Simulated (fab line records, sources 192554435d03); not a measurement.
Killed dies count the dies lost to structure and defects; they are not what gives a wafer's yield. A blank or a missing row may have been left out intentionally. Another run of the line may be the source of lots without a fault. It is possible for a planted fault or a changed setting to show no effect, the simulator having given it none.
fab line records	flow n5Finfet
[record] lots = 10	wafers = 29	lastDay = 17
route steps=1938 shown BEOL_M13@1709 BEOL_M14@1722 PASSIVATION@1936
lots that met no fault: from a run of the same line without faults
startH: hours from the record's opening day to when the first of the lot's shown wafers began	waitH: hours elapsed since this lot's preceding step	" the same as in the row above	L1.1+2: one row covering several wafers at once	- no value, or no start was given	* or withheld: withheld	< > ~ a bound
route shown NAME@n: NAME is a module with steps in the file, n the number in the route of the first one	usual: mean and standard deviation over wafers with no fault	same: alike in all rows	chamber/n: place in a boat	sites: each site's reading	_std_site: standard deviation of those values	_edge_site: mean of outer sites minus mean of inner sites	radiusMm: for every site, how far away it sits from the centre of the wafer	mask NAME#n: copy n	behind: the most recent tool/chamber to have shaped the wafer	hold: the reason the lot was held/the length of the hold in hours/how it ended	device: whichever transistor did not switch (one of n, p or np)	end of line: tests run on the same wafers once the route is complete	for a step that has no rows: nothing shown but its recipe	killed: dies lost to structure and defects at the first sort, not the wafer's yield	map: a wafer's dies, x killed, . not, _ none there
set.NAME: setting as actually run; set.NAME@STEP: the setting as run at that earlier step	model.NAME: the simulator's own value behind a step, which no gauge read
the route's steps for a sample of lots (tables are steps, rows are wafers)
services: a tool's chamber out of use, with start hour (startH, from the record's first day; less than 0 if before it), hours out, and reason
[[steps]]
[step N5_BEOL_M13_ANNEAL_48]
[recipe] tempC = 225	timeS = 90	ambient = N2
[usual] wafer_temp_C_max = 226.2/0.33
lot.wafer	tool	chamber	startH	waitH	wafer_temp_C_max
L266.3	rtpAnneal-02	0	259.43	0.3	225.8
L266.4	"	0	"	"	225.8
L266.6	"	0	"	"	225.8
L265.1	rtpAnneal-02	0	268.30	0.1	226.2
L265.4	"	0	"	"	225.8
L265.5	"	0	"	"	225.9
L269.1	rtpAnneal-01	0	277.40	0.1	226.4
L269.2	"	0	"	"	226.4
L269.6	"	0	"	"	226.6
L267.2	rtpAnneal-02	0	282.70	0.2	225.8
L267.3	"	0	"	"	226.1
L267.5	"	0	"	"	225.7
L270.1	rtpAnneal-01	0	284.43	0.1	226.4
L270.2	"	0	"	"	226.5
L270.5	"	0	"	"	226.3
L268.2	rtpAnneal-02	0	287.50	0.2	226.2
L268.3	"	0	"	"	226.8
L268.5	"	0	"	"	226.5
L276.4	rtpAnneal-01	0	309.72	0.2	226.7
L276.6	"	0	"	"	226.5
L275.2	rtpAnneal-01	0	312.29	0.2	226.0
L275.3	"	0	"	"	226.7
L275.4	"	0	"	"	226.2
L280.3	rtpAnneal-02	0	365.72	1.1	226.8
L280.4	"	0	"	"	226.1
L280.5	"	0	"	"	226.0
L287.1	rtpAnneal-02	0	388.72	0.1	226.0
L287.2	"	0	"	"	226.4
L287.5	"	0	"	"	225.9
[step N5_BEOL_M13_CMP_49]
[recipe] stopOn = SiOC	tOverpolishS = 17.1	downForcePsi = 1	platenRpm = 50	clearingPlatenDownForcePsi = 1.5	clearingPlatenRpm = 50	postCmpClean = cuAlkaline	targetThkNm = 420	clearingPlatenPadVelocityMS = 0.99484	padVelocityMS = 0.99484
[usual] barrierFieldEndpointS = 30.5/0.85	motorCurrentA = 6.1/0.68	overpolishRunS = 17.099/0.0095	padLifeWafers = 883/690
lot.wafer	tool	chamber	startH	waitH	barrierFieldEndpointS	motorCurrentA	overpolishRunS	padLifeWafers
L266.3	cmp-01	1	259.64	0.2	30.0	6.3	17.086	1326
L266.4	"	0	"	"	30.6	6.3	17.097	1329
L266.6	"	2	"	"	30.9	7.2	17.102	-
L265.1	cmp-01	3	268.67	0.3	30.1	6.1	17.103	1412
L265.4	"	0	"	"	29.2	6.3	17.113	1413
L265.5	"	2	"	"	31.0	7.5	17.100	-
L269.2	cmp-04	3	277.71	0.2	31.3	5.5	17.115	1506
L269.1	"	1	"	"	30.6	6.2	17.084	1508
L269.6	"	3	"	"	31.1	5.4	17.114	-
L267.3	cmp-04	3	283.02	0.2	30.5	5.3	17.115	1562
L267.2	"	0	"	"	32.5	5.0	17.104	1563
L267.5	"	2	"	"	30.6	5.8	17.085	-
L270.2	cmp-02	3	284.76	0.2	29.4	5.0	17.099	31
L270.1	"	0	"	"	30.6	6.7	17.093	32
L270.5	"	2	"	"	28.8	6.2	17.101	-
L268.2	cmp-02	3	287.75	0.2	31.2	5.2	17.102	48
L268.3	"	2	"	"	29.6	6.3	17.091	51
L268.5	"	3	"	"	30.0	5.1	17.099	-
L276.4	cmp-01	2	309.99	0.2	31.9	7.7	17.112	1815
L276.6	"	0	"	"	30.2	6.3	17.099	-
L275.3	cmp-01	2	312.56	0.2	31.2	7.3	17.102	1836
L275.2	"	3	"	"	30.4	6.0	17.097	1837
L275.4	"	0	"	"	30.7	6.4	17.101	1838
L280.3	cmp-04	1	365.98	0.2	28.9	6.5	17.101	91
L280.4	"	3	"	"	28.7	5.4	17.097	93
L280.5	"	1	"	"	29.1	7.0	17.101	-
L287.1	cmp-01	0	389.06	0.3	30.5	6.1	17.095	115
L287.2	"	1	"	"	30.0	6.0	17.110	116
L287.5	"	0	"	"	30.6	6.2	17.092	-
[step N5_BEOL_M14_EXPOSE_07]
[recipe] maskId = V13	na = 0.8	sourceShape = annular	sigmaInner = 0.5	sigmaOuter = 0.8	polarization = unpolarized	attpsmPhaseDeg = 180	doseMj = 57
[usual] focusOffsetNm = 0.0/0.54	reticleTempC = 22.98/0.1
lot.wafer	tool	chamber	startH	waitH	mask	focusOffsetNm	reticleTempC
L266.3	krfScanner-01	0	260.58	-	V13#0	-0.6	22.86
L266.4	"	0	"	"	V13#0	-1.1	22.77
L266.6	"	0	"	"	V13#0	0.0	22.99
L265.1	krfScanner-02	0	269.53	-	V13#0	0.8	22.93
L265.4	"	0	"	"	V13#0	0.7	23.05
L265.5	"	0	"	"	V13#0	0.4	23.04
L269.1	krfScanner-02	0	278.60	-	V13#0	0.3	22.94
L269.2	"	0	"	"	V13#0	-0.2	22.81
L269.6	"	0	"	"	V13#0	0.2	23.03
L267.2	krfScanner-02	0	283.76	-	V13#0	0.8	23.08
L267.3	"	0	"	"	V13#0	0.3	23.02
L267.5	"	0	"	"	V13#0	0.2	22.87
L270.1	krfScanner-01	0	285.66	-	V13#0	-0.6	22.92
L270.2	"	0	"	"	V13#0	-0.3	23.06
L270.5	"	0	"	"	V13#0	-0.3	22.86
L268.2	krfScanner-02	0	288.69	-	V13#0	0.6	23.12
L268.3	"	0	"	"	V13#0	-0.4	23.03
L268.5	"	0	"	"	V13#0	0.0	22.95
L276.4	krfScanner-01	0	310.71	-	V13#0	-0.3	23.01
L276.6	"	0	"	"	V13#0	-1.0	22.92
L275.2	krfScanner-01	0	313.38	-	V13#0	0.1	22.94
L275.3	"	0	"	"	V13#0	-0.2	22.98
L275.4	"	0	"	"	V13#0	0.2	23.13
L280.3	krfScanner-01	0	366.89	-	V13#0	-0.2	22.99
L280.4	"	0	"	"	V13#0	0.6	22.90
L280.5	"	0	"	"	V13#0	0.5	23.00
L287.1	krfScanner-01	0	389.99	-	V13#0	-0.1	23.12
L287.2	"	0	"	"	V13#0	0.0	23.05
L287.5	"	0	"	"	V13#0	-0.3	22.90
[step N5_BEOL_M14_OVL_MEAS_11]
[recipe] pointsPerWafer = 44
[usual] V13_OVL = -1/5.5
lot.wafer	tool	chamber	startH	waitH	V13_OVL[nm]
L266.3	overlay-02	0	260.78	0.0	-1
L266.4	"	0	"	"	-4
L266.6	"	0	"	"	-7
L265.1	overlay-01	0	269.73	0.0	4
L265.4	"	0	"	"	1
L265.5	"	0	"	"	6
L269.1	overlay-02	0	278.80	0.0	1
L269.2	"	0	"	"	-3
L269.6	"	0	"	"	-10
L267.2	overlay-01	0	283.96	0.0	1
L267.3	"	0	"	"	-1
L267.5	"	0	"	"	-7
L270.1	overlay-01	0	285.86	0.0	1
L270.2	"	0	"	"	5
L270.5	"	0	"	"	5
L268.2	overlay-01	0	288.89	0.0	6
L268.3	"	0	"	"	5
L268.5	"	0	"	"	-2
L276.4	overlay-01	0	310.90	0.0	-8
L276.6	"	0	"	"	-9
L275.2	overlay-01	0	313.58	0.0	-4
L275.3	"	0	"	"	-4
L275.4	"	0	"	"	-8
L280.3	overlay-01	0	367.08	0.0	21
L280.4	"	0	"	"	26
L280.5	"	0	"	"	26
L287.1	overlay-02	0	390.20	0.0	9
L287.2	"	0	"	"	16
L287.5	"	0	"	"	20
[step N5_BEOL_M14_DESCUM_15]
[recipe] chemistry = O2	timeS = 7.9	sourcePowerW = 50	biasPowerW = 20	pressureMtorr = 20	rfFrequencyHz = 2.712e+07	tempC = 40	o2FlowSccm = 225
[usual] drypumpMotorCurrentA = 5.6/0.55	oesProductAu = 0.82/0.07	rfVppV = 243.0/1.4	showerheadPlenumPTorr = 2.10/0.072	throttleValvePct = 20.38/0.15
lot.wafer	tool	chamber	startH	waitH	drypumpMotorCurrentA	oesProductAu	rfHoursCounterH	rfVppV	showerheadPlenumPTorr	throttleValvePct
L266.3	rieDiel-05	0	260.84	0.0	5.4	0.77	136	242.1	2.01	20.31
L266.4	"	1	"	"	5.4	0.97	8	242.6	2.09	20.35
L266.6	"	0	"	"	5.4	0.77	-	242.7	2.01	20.31
L265.1	rieDiel-05	2	269.90	0.1	6.4	0.84	62	244.5	2.20	20.29
L265.4	"	1	"	"	5.4	0.96	12	242.8	2.09	20.35
L265.5	"	3	"	"	5.7	0.86	-	242.8	2.05	20.64
L269.1	rieDiel-06	3	278.86	0.0	5.7	0.90	35	241.6	2.08	20.20
L269.2	"	1	"	"	5.5	0.91	21	245.6	2.16	20.46
L269.6	"	1	"	"	5.6	0.91	-	244.4	2.16	20.47
L267.2	rieDiel-05	0	284.02	0.0	5.4	0.76	144	243.5	2.01	20.34
L267.3	"	2	"	"	6.5	0.83	67	245.2	2.20	20.30
L267.5	"	3	"	"	5.7	0.85	-	241.7	2.05	20.65
L270.1	rieDiel-02	1	285.92	0.0	5.3	0.72	210	244.2	2.08	20.39
L270.2	"	2	"	"	4.7	0.75	159	243.2	2.18	20.17
L270.5	"	2	"	"	4.7	0.76	-	243.8	2.18	20.17
L268.2	rieDiel-05	2	288.95	0.0	6.5	0.83	69	244.2	2.20	20.31
L268.3	"	1	"	"	5.5	0.94	20	242.1	2.08	20.36
L268.5	"	2	"	"	6.5	0.84	-	244.9	2.20	20.31
L276.4	rieDiel-06	0	310.95	0.0	4.8	0.81	95	241.5	2.02	20.33
L276.6	"	0	"	"	4.8	0.80	-	241.7	2.02	20.33
L275.2	rieDiel-05	2	313.64	0.0	6.5	0.83	78	244.6	2.20	20.31
L275.3	"	0	"	"	5.5	0.76	153	241.2	2.00	20.33
L275.4	"	1	"	"	5.4	0.92	28	242.7	2.08	20.39
L280.3	rieDiel-05	2	367.22	0.1	6.5	0.80	99	244.5	2.19	20.35
L280.4	"	3	"	"	5.7	0.82	77	242.2	2.03	20.68
L280.5	"	3	"	"	5.7	0.82	-	241.9	2.03	20.70
L287.1	rieDiel-05	3	390.29	0.1	5.7	0.82	84	241.3	2.03	20.70
L287.2	"	0	"	"	5.5	0.75	174	239.5	2.00	20.36
L287.5	"	0	"	"	5.4	0.75	-	242.9	2.00	20.36
[step N5_PASSIVATION_PROBE_49]
[usual] defectLimitedYield = 91.6/1.4	killed_at_M0_to_M3 = 32/9.5	killed_at_M4_up = 13/6	killedAtContacts = 12/5.6	killedAtFrontEnd = 39/11	killedAtOther = 2.8/2.3	killedDies = 99/16	killedOpen = 65/12	killedShort = 32/7.6	sort_bin_4_leakage = 0.1/0.88	sort_bin_5_function = 4.8/0.88	sort_bin_6_memory = 3.2/0.65	sortNPass = 1077/29	sortYieldPct = 91.2/2.5
[same] grossDies = 1180	killedAtBackSide = 0	sort_bin_8_speed[%] = 0
lot.wafer	tool	chamber	startH	waitH	defectLimitedYield[%]	killed_at_M0_to_M3	killed_at_M4_up	killedAtContacts	killedAtFrontEnd	killedAtOther	killedDies	killedOpen	killedShort	sort_bin_4_leakage[%]	sort_bin_5_function[%]	sort_bin_6_memory[%]	sortNPass	sortYieldPct[%]
L267.2	prober-02	-	318.21	0.1	92.1	34	11	7	40	1	93	59	34	0	4.3	3.5	1087	92.1
L267.3	prober-02	-	318.26	0.1	93.1	23	22	4	31	2	82	63	19	0	4.3	2.4	1098	93.1
L267.5	prober-02	-	318.36	0.2	92.7	15	17	20	33	1	86	51	35	0	4.2	2.7	1094	92.7
L268.2	prober-02	-	319.90	0.1	93.0	27	8	10	34	4	83	65	18	0	4.4	2.5	1097	93.0
L268.3	prober-02	-	319.95	0.1	90.9	33	12	15	38	9	107	73	34	0	4.9	4.1	1073	90.9
L268.5	prober-02	-	320.05	0.2	91.6	26	15	11	42	5	99	62	37	0	4.7	3.5	1081	91.6
L280.3	prober-02	-	398.63	0.1	93.2	36	12	5	27	0	80	51	29	10.3	4.2	2.2	978	82.9
L280.4	prober-02	-	398.68	0.2	90.1	57	5	19	36	0	117	68	42	0	5.3	3.8	1063	90.1
L280.5	prober-02	-	398.73	0.2	91.2	31	16	19	37	1	104	66	29	0	4.7	3.3	1076	91.2
L287.1	prober-01	-	418.94	0.0	94.3	24	8	15	19	1	67	46	20	0	3.4	2.3	1113	94.3
L287.2	prober-01	-	418.99	0.1	92.7	25	14	12	33	2	86	57	26	0	3.4	3.0	1094	92.7
L287.5	prober-01	-	419.14	0.2	91.4	23	23	24	31	0	101	63	37	0	5.5	2.8	1079	91.4
// killed by level:class
L267.2 BEOL_M2:geometricParticle:open=12 FIN_SAQP:geometricParticle:short=8 STI_FIN_REVEAL:geometricParticle:open=7 BEOL_M0_SAQP:geometricParticle:open=7 GATE_CUT:geometricParticle:short=6 BEOL_M4:geometricParticle:open=6 STARTING-WAFER:geometricParticle:open=6 MOL_CONTACT_COAG:geometricParticle:open=5
L267.3 BEOL_M4:geometricParticle:open=17 STI_FIN_REVEAL:geometricParticle:open=9 BEOL_M0:geometricParticle:open=6 DUMMY_GATE:geometricParticle:open=5 BEOL_M3:geometricParticle:open=5 GATE_CUT:geometricParticle:short=4 MOL_CONTACT_COAG:geometricParticle:open=4 BEOL_M0_SAQP:geometricParticle:open=4
L267.5 MOL_CONTACT_COAG:geometricParticle:open=15 FIN_SAQP:geometricParticle:short=9 FIN_SAQP:geometricParticle:open=7 STI_FIN_REVEAL:geometricParticle:open=6 BEOL_M4:geometricParticle:open=6 BEOL_M4:geometricParticle:short=6 GATE_CUT:geometricParticle:short=5 MOL_CONTACT_COAG:geometricParticle:short=5
L268.2 FIN_SAQP:geometricParticle:open=10 STI_FIN_REVEAL:geometricParticle:open=9 MOL_CONTACT_COAG:geometricParticle:open=8 BEOL_M2:geometricParticle:open=7 BEOL_M0_SAQP:geometricParticle:open=6 GATE_CUT:geometricParticle:short=4 BEOL_M0_SAQP:geometricParticle:short=4 BEOL_M4:geometricParticle:open=4
L268.3 FIN_SAQP:geometricParticle:open=14 MOL_CONTACT_COAG:geometricParticle:open=13 BEOL_M1:geometricParticle:open=12 FIN_SAQP:geometricParticle:short=6 MIM_TOP_ETCH:geometricParticle:short=5 STI_FIN_REVEAL:geometricParticle:open=5 BEOL_M0_SAQP:geometricParticle:open=5 DUMMY_GATE:geometricParticle:open=4
L268.5 FIN_SAQP:geometricParticle:short=11 MOL_CONTACT_COAG:geometricParticle:open=10 FIN_SAQP:geometricParticle:open=8 STI_FIN_REVEAL:geometricParticle:open=8 BEOL_M0_SAQP:geometricParticle:open=8 BEOL_M0_SAQP:geometricParticle:short=7 BEOL_M3:geometricParticle:open=4 BEOL_M4:geometricParticle:open=4
L280.3 BEOL_M0_SAQP:geometricParticle:open=12 FIN_SAQP:geometricParticle:short=8 BEOL_M0_SAQP:geometricParticle:short=7 MOL_CONTACT_COAG:geometricParticle:open=5 BEOL_M2:geometricParticle:open=5 BEOL_M8:geometricParticle:open=5 DUMMY_GATE:geometricParticle:open=3 GATE_CUT:geometricParticle:open=3
L280.4 BEOL_M1:geometricParticle:open=15 MOL_CONTACT_COAG:geometricParticle:open=14 BEOL_M0_SAQP:geometricParticle:short=11 BEOL_M2:geometricParticle:open=9 FIN_SAQP:geometricParticle:short=8 BEOL_M0_SAQP:geometricParticle:open=8 STI_FIN_REVEAL:geometricParticle:open=7 HKMG_FIN:areaEtch=7
L280.5 MOL_CONTACT_COAG:geometricParticle:open=14 BEOL_M0_SAQP:geometricParticle:open=9 HKMG_FIN:areaEtch=8 STI_FIN_REVEAL:geometricParticle:open=7 BEOL_M0_SAQP:geometricParticle:short=7 FIN_SAQP:geometricParticle:short=6 BEOL_M3:geometricParticle:open=6 MOL_CONTACT_COAG:geometricParticle:short=5
L287.1 MOL_CONTACT_COAG:geometricParticle:open=13 BEOL_M1:geometricParticle:open=7 BEOL_M3:geometricParticle:short=5 BEOL_M4:geometricParticle:open=4 FIN_SAQP:geometricParticle:open=3 STI_FIN_REVEAL:geometricParticle:open=3 GATE_CUT:geometricParticle:open=3 GATE_CUT:geometricParticle:short=3
L287.2 MOL_CONTACT_COAG:geometricParticle:open=9 DUMMY_GATE:geometricParticle:open=7 BEOL_M3:geometricParticle:open=7 BEOL_M4:geometricParticle:open=7 GATE_CUT:geometricParticle:short=5 BEOL_M0_SAQP:geometricParticle:open=5 BEOL_M2:geometricParticle:open=5 STARTING-WAFER:geometricParticle:short=4
L287.5 MOL_CONTACT_COAG:geometricParticle:open=18 FIN_SAQP:geometricParticle:short=10 BEOL_M4:geometricParticle:open=8 BEOL_M5:geometricParticle:open=7 MOL_CONTACT_COAG:geometricParticle:short=6 BEOL_M0_SAQP:geometricParticle:open=6 DUMMY_GATE:geometricParticle:open=5 BEOL_M0_SAQP:geometricParticle:short=5
[[services]]
tool	chamber	startH	hours	kind
rieDiel-06	-	236.71	0.9	repair
krfScanner-01	-	242.51	7.2	pm
rieDiel-06	0	252.51	12.0	repair
cmp-01	-	254.51	0.3	repair
cmp-02	-	259.65	4.0	pm
cmp-04	-	264.38	0.9	repair
krfScanner-01	-	266.05	11.6	pm
cmp-02	-	267.05	16.2	repair
krfScanner-01	-	283.87	1.3	pm
krfScanner-02	-	289.26	4.4	pm
cmp-02	-	289.29	0.4	repair
rieDiel-05	0	291.72	5.4	repair
krfScanner-02	-	296.58	21.0	pm
cmp-04	-	306.77	4.9	repair
krfScanner-02	-	317.58	1.3	pm
krfScanner-02	-	321.60	1.0	pm
krfScanner-02	-	327.34	0.8	pm
rieDiel-05	0	340.89	8.1	repair
cmp-02	-	348.11	5.2	repair
cmp-01	-	353.45	4.0	pm
cmp-04	-	353.91	4.0	pm
krfScanner-01	-	361.68	0.5	repair
cmp-01	-	368.94	3.8	pm
cmp-04	-	379.20	1.3	repair
[[key]]
[firstSign] step = N5_BEOL_M14_OVL_MEAS_11	reading = V13_OVL	direction = up	sigmas = 3.6	usual = -1	struck = 20
effect none on later readings
metAt N5_BEOL_M14_EXPOSE_07
struckLots L280,L287
notActingAt N5_BEOL_M13_ANNEAL_48,N5_BEOL_M13_CMP_49,N5_BEOL_M14_DESCUM_15
onsetBetween 313.38 366.89
alsoFits time
[fault] kind = scannerMatchingOverlay	tool = krfScanner-01	chamber = -	onsetH = 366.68	steps = N5_BEOL_M14_EXPOSE_07	offset = 17.604
